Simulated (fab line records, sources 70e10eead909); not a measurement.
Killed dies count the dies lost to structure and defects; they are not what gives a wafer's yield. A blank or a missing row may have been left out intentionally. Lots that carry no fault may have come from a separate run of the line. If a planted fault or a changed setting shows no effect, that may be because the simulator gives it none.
One fault through the eyes of 2 desks ; flow nandHarc ; numbers are kept per desk, each desk with only its own; the story behind them comes last

THE METROLOGY DESK
Means of the sampled wafers that have a number, per lot and without regard to the tool the lot ran on: this is what the gauges read. Marked OUT: a lot whose mean sits more than 4 standard deviations from the usual mean, which makes it out of limits; the brackets give that distance.
Columns: A = cdNm at NHARC_P_GATE_CD_MEAS_33, usual 119.5 nm; B = cdNm at NHARC_P_GATE_CD_MEAS_91, usual 1998.7 nm
lot;first seen here;A;B
L996;day 5 18:19;120.4;1998.0
L997;day 6 10:35;122.5;2000.5
L999;day 6 22:26;118.9;1998.7
L100;day 7 14:11;121.2;1998.0
L107;day 10 11:23;118.6;2000.0
L110;day 11 23:46;118.4;1998.6
L111;day 12 03:29;124.4;1998.8
L113;day 13 01:31;117.2;1999.8
L114;day 13 12:00;117.9;1998.2
L115;day 14 06:11;119.7;1998.8
L116;day 14 09:02;118.8;1997.9
L117;day 14 16:50;119.2;1997.9
This desk's finding: nothing out of limits on any of the 12 lots.

DESK OF THE TOOL OWNER: rieSi-01
The tool's own readings at NHARC_P_ZERO_WELL_ETCH_63 (etches the open film in HBr/Cl2, target depth 120 nm, time 40.1 s): means of the sampled wafers that have a number, for each lot that ran on this tool. Marked OUT: a lot whose mean sits more than 4 standard deviations from the usual mean, which makes it out of limits; the brackets give that distance.
Columns: A = drypumpMotorCurrentA at NHARC_P_ZERO_WELL_ETCH_63, usual 5.8 A; B = mfcCl2Sccm at NHARC_P_ZERO_WELL_ETCH_63, usual 50.01 sccm; C = oesProductAu at NHARC_P_ZERO_WELL_ETCH_63, usual 0.997 a.u.; D = throttleValvePct at NHARC_P_ZERO_WELL_ETCH_63, usual 26.406 %
lot;first seen here;A;B;C;D
L996;day 2 17:40;5.6;50.05;1.009;26.400
L997;day 3 03:41;5.8;49.91;0.997;26.397
L999;day 3 23:40;5.6;49.98;1.349 (+35) OUT;26.409
L100;day 4 09:49;6.1;49.90;1.319 (+32) OUT;26.405
L107;day 7 07:46;6.0;49.92;0.993;26.403
L113;day 9 19:37;5.8;50.12;0.994;26.407
L114;day 10 05:44;5.8;50.07;0.990;26.403
This desk finds L100, L999 out of limits, L999 being first, at day 3 23:40 (oesProductAu at NHARC_P_ZERO_WELL_ETCH_63). Within limits: L996, L997, L107, L113, L114.

BROUGHT TOGETHER
On L100, L999, at day 3 23:40, an alarm was possible from the tool owner's desk.
At the metrology desk, nothing out of limits was observed.
The metrology desk holds a record of L100, L999, inside its limits.
NHARC_P_ZERO_WELL_ETCH_63 was run on rieSi-01 by each of the lots named.

WHAT THE SIMULATOR HAD INSERTED
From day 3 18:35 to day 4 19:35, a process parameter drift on rieSi-01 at NHARC_P_ZERO_WELL_ETCH_63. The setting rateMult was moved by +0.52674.
Struck lots among those shown: L100, L999.
Delay in hours, fault start to first out-of-limits reading, by desk: the tool owner's desk at 5.
